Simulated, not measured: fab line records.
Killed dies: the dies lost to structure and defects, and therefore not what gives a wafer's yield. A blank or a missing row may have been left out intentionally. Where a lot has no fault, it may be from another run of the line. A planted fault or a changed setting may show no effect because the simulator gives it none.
Which tool did it? | flow nand_harc | 10 lots with 30 wafers sampled at 7 steps, on a route of 1302 steps

## WHAT THE GAUGES READ, wafer by wafer
NHARC_P_M0_CD_MEAS_16.
lot  | measured     | on        | cd_nm (nm)
L614 | day 6 13:17  | cd_sem-02 | 90.8 89.6 88.9
L620 | day 9 08:46  | cd_sem-02 | 87.7 89.6 89.8
L621 | day 9 09:13  | cd_sem-03 | 89.1 89.4 88.5
L628 | day 12 06:18 | cd_sem-02 | 89.3 89.5 89.7
L629 | day 12 20:53 | cd_sem-01 | 90.2 91.7 93.0
L630 | day 13 04:52 | cd_sem-03 | 88.4 89.9 90.3
L631 | day 13 12:28 | cd_sem-02 | 89.8 90.3 89.8
L633 | day 14 09:40 | cd_sem-02 | 90.1 89.2 89.8
L635 | day 15 06:57 | cd_sem-02 | 89.5 88.6 88.1
L636 | day 15 18:25 | cd_sem-01 | 90.9 91.4 90.5

NHARC_P_M1_CD_MEAS_09 targets a cd of 130 nm.
lot  | measured     | on        | cd_nm (nm)
L614 | day 6 16:50  | cd_sem-02 | 128.9 129.4 129.1
L620 | day 9 12:22  | cd_sem-02 | 136.3 135.2 135.3
L621 | day 9 12:46  | cd_sem-02 | 134.8 135.5 135.2
L628 | day 12 09:52 | cd_sem-02 | 127.9 129.5 128.0
L629 | day 13 00:26 | cd_sem-02 | 131.2 131.8 131.0
L630 | day 13 08:26 | cd_sem-03 | 130.1 128.9 128.5
L631 | day 13 15:56 | cd_sem-02 | 128.4 128.4 128.7
L633 | day 14 13:24 | cd_sem-02 | 128.7 129.1 129.3
L635 | day 15 10:31 | cd_sem-02 | 129.4 129.6 129.0
L636 | day 15 21:52 | cd_sem-02 | 130.2 130.2 129.8

NHARC_P_M1_CD_MEAS_16.
lot  | measured     | on        | cd_nm (nm)
L614 | day 6 17:20  | cd_sem-03 | 128.5 128.7 129.4
L620 | day 9 12:52  | cd_sem-03 | 135.1 136.5 134.2
L621 | day 9 13:19  | cd_sem-01 | 133.2 134.8 135.2
L628 | day 12 10:22 | cd_sem-02 | 128.7 129.0 129.0
L629 | day 13 00:55 | cd_sem-03 | 130.9 130.1 131.2
L630 | day 13 08:55 | cd_sem-01 | 130.8 129.2 128.1
L631 | day 13 16:25 | cd_sem-01 | 128.3 128.3 127.3
L633 | day 14 13:53 | cd_sem-02 | 128.0 128.9 128.5
L635 | day 15 11:00 | cd_sem-03 | 129.4 129.6 129.0
L636 | day 15 22:21 | cd_sem-01 | 130.8 129.4 130.4

NHARC_END_SORT_01.
lot  | measured     | on        | defect_limited_yield (%) | killed_at_array | killed_at_other | killed_at_periphery | killed_dies | killed_open | killed_short | sort_bin_2_pct (%) | sort_bin_3_pct (%) | sort_bin_4_pct (%) | sort_n_pass | sort_rim_yield_pct (%) | sort_yield_pct (%)
L614 | day 24 15:46 | prober-01 | 93.5 94.4 94.7           | 40 35 32        | 0 0 0           | 4 3 4               | 44 38 36    | 3 3 6       | 0 5 4        | 2.4 2.7 2.1        | 0.1 0 0.3          | 4.0 3.0 3.0        | 633 639 641 | 97 86 90               | 93.5 94.4 94.7
L620 | day 27 20:37 | prober-02 | 93.9 95.4 94.5           | 34 24 33        | 3 0 0           | 4 7 4               | 41 31 37    | 3 2 4       | 1 0 2        | 1.9 0.9 1.8        | 0.4 0.1 0.3        | 3.7 3.5 3.4        | 636 646 640 | 93 98 95               | 93.9 95.4 94.5
L621 | day 27 17:08 | prober-01 | 87.3 93.6 88.9           | 76 37 70        | 6 2 5           | 4 4 0               | 86 43 75    | 6 4 4       | 3 2 1        | 4.1 1.9 4.4        | 0.6 0.4 1.0        | 8.0 4.0 5.6        | 591 634 602 | 87 90 94               | 87.3 93.6 88.9
L628 | day 30 14:38 | prober-02 | 88.3 91.0 86.7           | 74 60 86        | 2 0 0           | 3 1 4               | 79 61 90    | 2 3 4       | 1 2 3        | 4.0 3.8 4.7        | 1.2 0.4 0.9        | 6.5 4.7 7.7        | 598 616 587 | 86 82 89               | 88.3 91.0 86.7
L629 | day 30 23:15 | prober-02 | 91.4 92.8 93.2           | 49 42 41        | 2 1 2           | 7 6 3               | 58 49 46    | 3 0 2       | 1 2 3        | 2.8 1.6 2.5        | 0.3 0.4 0.1        | 5.5 5.2 4.1        | 619 628 631 | 86 93 90               | 91.4 92.8 93.2
L630 | day 30 13:52 | prober-01 | 92.5 93.5 93.8           | 49 41 39        | 0 0 0           | 2 3 3               | 51 44 42    | 1 4 5       | 2 2 2        | 2.5 3.8 3.2        | 0.4 0.4 0.1        | 4.6 2.2 2.8        | 626 633 635 | 92 88 88               | 92.5 93.5 93.8
L631 | day 31 19:13 | prober-01 | 89.2 90.3 91.1           | 68 62 58        | 1 0 0           | 4 4 2               | 73 66 60    | 3 5 0       | 1 3 2        | 3.8 3.1 4.0        | 1.0 0.7 0.4        | 5.9 5.9 4.4        | 604 611 617 | 86 84 90               | 89.2 90.3 91.1
L633 | day 32 02:09 | prober-01 | 91.7 89.1 90.4           | 52 73 64        | 1 0 0           | 3 1 1               | 56 74 65    | 3 4 3       | 1 3 0        | 3.7 4.7 3.0        | 0.9 0.9 0.6        | 3.7 5.3 6.1        | 621 603 612 | 87 87 86               | 91.7 89.1 90.4
L635 | day 33 04:29 | prober-01 | 91.0 89.7 89.5           | 58 68 64        | 0 0 1           | 3 2 6               | 61 70 71    | 2 3 5       | 3 5 4        | 3.0 3.5 3.5        | 0.6 1.2 1.0        | 5.5 5.6 5.9        | 616 607 606 | 91 92 91               | 91.0 89.7 89.5
L636 | day 33 15:55 | prober-02 | 87.7 92.0 88.0           | 77 52 75        | 1 0 1           | 5 2 5               | 83 54 81    | 3 1 2       | 4 4 3        | 5.2 3.7 5.2        | 1.0 0.4 0.7        | 6.1 3.8 6.1        | 594 623 596 | 85 92 87               | 87.7 92.0 88.0

## WHICH TOOL RAN EACH LOT (tool, then ch and the chambers of the sampled wafers, then the start)
lot  | NHARC_P_M0_ANNEAL_30             | NHARC_P_M1_PEB_07                 | NHARC_P_M1_ETCH_35
L614 | rtp_anneal-01 ch 0, day 6 14:38  | litho_track-06 ch 0, day 6 16:46  | rie_diel-07 ch 0,1,3, day 6 17:07
L620 | rtp_anneal-01 ch 0, day 9 10:09  | litho_track-06 ch 0, day 9 12:17  | rie_diel-10 ch 0,2,3, day 9 12:38
L621 | rtp_anneal-02 ch 0, day 9 10:43  | litho_track-06 ch 0, day 9 12:41  | rie_diel-10 ch 1,2,3, day 9 13:04
L628 | rtp_anneal-02 ch 0, day 12 07:43 | litho_track-06 ch 0, day 12 09:47 | rie_diel-10 ch 0,3, day 12 10:08
L629 | rtp_anneal-02 ch 0, day 12 22:20 | litho_track-04 ch 0, day 13 00:20 | rie_diel-10 ch 0,1,3, day 13 00:43
L630 | rtp_anneal-01 ch 0, day 13 06:13 | litho_track-06 ch 0, day 13 08:21 | rie_diel-10 ch 0,1, day 13 08:42
L631 | rtp_anneal-01 ch 0, day 13 13:55 | litho_track-06 ch 0, day 13 15:51 | rie_diel-09 ch 0,2,3, day 13 16:13
L633 | rtp_anneal-02 ch 0, day 14 11:02 | litho_track-06 ch 0, day 14 13:19 | rie_diel-07 ch 0,1, day 14 13:41
L635 | rtp_anneal-01 ch 0, day 15 08:19 | litho_track-04 ch 0, day 15 10:26 | rie_diel-10 ch 1,2, day 15 10:47
L636 | rtp_anneal-01 ch 0, day 15 19:49 | litho_track-01 ch 0, day 15 21:47 | rie_diel-07 ch 1,2,3, day 15 22:08
- NHARC_P_M0_ANNEAL_30: time 90 s.
- NHARC_P_M1_PEB_07: peb time 65 s.
- NHARC_P_M1_ETCH_35: etches the open film in N2/H2, target depth 40 nm, overetch 12 nm, time 43.94 s.

## WHAT THE TOOLS THEMSELVES READ (means of the sampled wafers that have a number; where no wafer has one, the mark that the record gives instead)
NHARC_P_M0_ANNEAL_30.
lot  | tool          | wafer_temp_C_max
L614 | rtp_anneal-01 | 226.5
L620 | rtp_anneal-01 | 226.4
L621 | rtp_anneal-02 | 225.8
L628 | rtp_anneal-02 | 226.1
L629 | rtp_anneal-02 | 226.2
L630 | rtp_anneal-01 | 227.1
L631 | rtp_anneal-01 | 226.9
L633 | rtp_anneal-02 | 226.2
L635 | rtp_anneal-01 | 227.1
L636 | rtp_anneal-01 | 226.7

NHARC_P_M1_PEB_07.
lot  | tool           | chill_plate_temp_C (C) | heater_power_total_W (W) | plate_temp_C (C)
L614 | litho_track-06 | 23.03                  | 156.6                    | 99.90
L620 | litho_track-06 | 22.84                  | 160.8                    | 101.72
L621 | litho_track-06 | 22.91                  | 160.9                    | 102.10
L628 | litho_track-06 | 23.02                  | 156.4                    | 99.95
L629 | litho_track-04 | 22.99                  | 156.7                    | 100.06
L630 | litho_track-06 | 22.87                  | 156.9                    | 100.05
L631 | litho_track-06 | 22.89                  | 156.3                    | 99.86
L633 | litho_track-06 | 23.08                  | 156.9                    | 100.10
L635 | litho_track-04 | 22.98                  | 156.8                    | 100.05
L636 | litho_track-01 | 23.04                  | 156.3                    | 99.91

NHARC_P_M1_ETCH_35.
lot  | tool        | drypump_motor_current_A (A) | mfc_ar_sccm (sccm) | oes_product_au (a.u.) | rf_vpp_V (V) | showerhead_plenum_p_Torr (Torr) | throttle_valve_pct (%)
L614 | rie_diel-07 | 5.8                         | 0.003              | 1.010                 | 429.5        | 2.01                            | 14.179
L620 | rie_diel-10 | 5.7                         | 0.014              | 0.998                 | 429.9        | 2.00                            | 14.180
L621 | rie_diel-10 | 5.6                         | 0.011              | 0.993                 | 428.7        | 1.97                            | 14.178
L628 | rie_diel-10 | 6.2                         | 0.002              | 0.997                 | 429.6        | 2.00                            | 14.169
L629 | rie_diel-10 | 6.0                         | 0.002              | 0.996                 | 428.4        | 2.00                            | 14.171
L630 | rie_diel-10 | 5.8                         | 0.002              | 0.992                 | 429.3        | 2.00                            | 14.174
L631 | rie_diel-09 | 5.6                         | 0.007              | 1.004                 | 429.5        | 2.03                            | 14.173
L633 | rie_diel-07 | 6.0                         | 0.003              | 1.003                 | 429.1        | 2.00                            | 14.180
L635 | rie_diel-10 | 5.2                         | 0.023              | 0.996                 | 428.5        | 1.96                            | 14.183
L636 | rie_diel-07 | 6.0                         | 0.009              | 0.999                 | 430.5        | 2.04                            | 14.169

## THE ANSWER, worked out from the rows above alone
Rule: what is usual is taken from the lots themselves. Put in order of their means at a reading, lots are off if they are a third of the lots or fewer, leave a main group of 4 or more, and stand apart from it by a gap of 3 or more times the standard deviation of the main group's means; of several such gaps the widest counts. A main group whose means are all the same, to the digits that the tables above print for the reading, isn't used. A lot without any number at a reading at which 4 lots or more have one is off too. All remaining lots with rows at the step are treated as sound. After the gauges, taken in route order, come the tools' own readings; for these a lot's mean is taken, as printed above. The first step at which some lot is off is used, and at that step the reading that is off furthest; a lot without a number counts as furthest.
Off: L620, L621, at NHARC_P_M1_CD_MEAS_09 (cd_nm). Mean 129.4 nm and standard deviation 0.87 in the main group.
A tool fits if, at a process step before that reading, it ran every lot that is off, and no sound lot after the first of them. Not tried: the gauges at NHARC_P_M1_CD_MEAS_09; whatever is off there is also off at NHARC_P_M1_CD_MEAS_16, on other tools, and gauge error can't account for it. None of those tried fits.

## WHAT THE SIMULATOR PUT IN
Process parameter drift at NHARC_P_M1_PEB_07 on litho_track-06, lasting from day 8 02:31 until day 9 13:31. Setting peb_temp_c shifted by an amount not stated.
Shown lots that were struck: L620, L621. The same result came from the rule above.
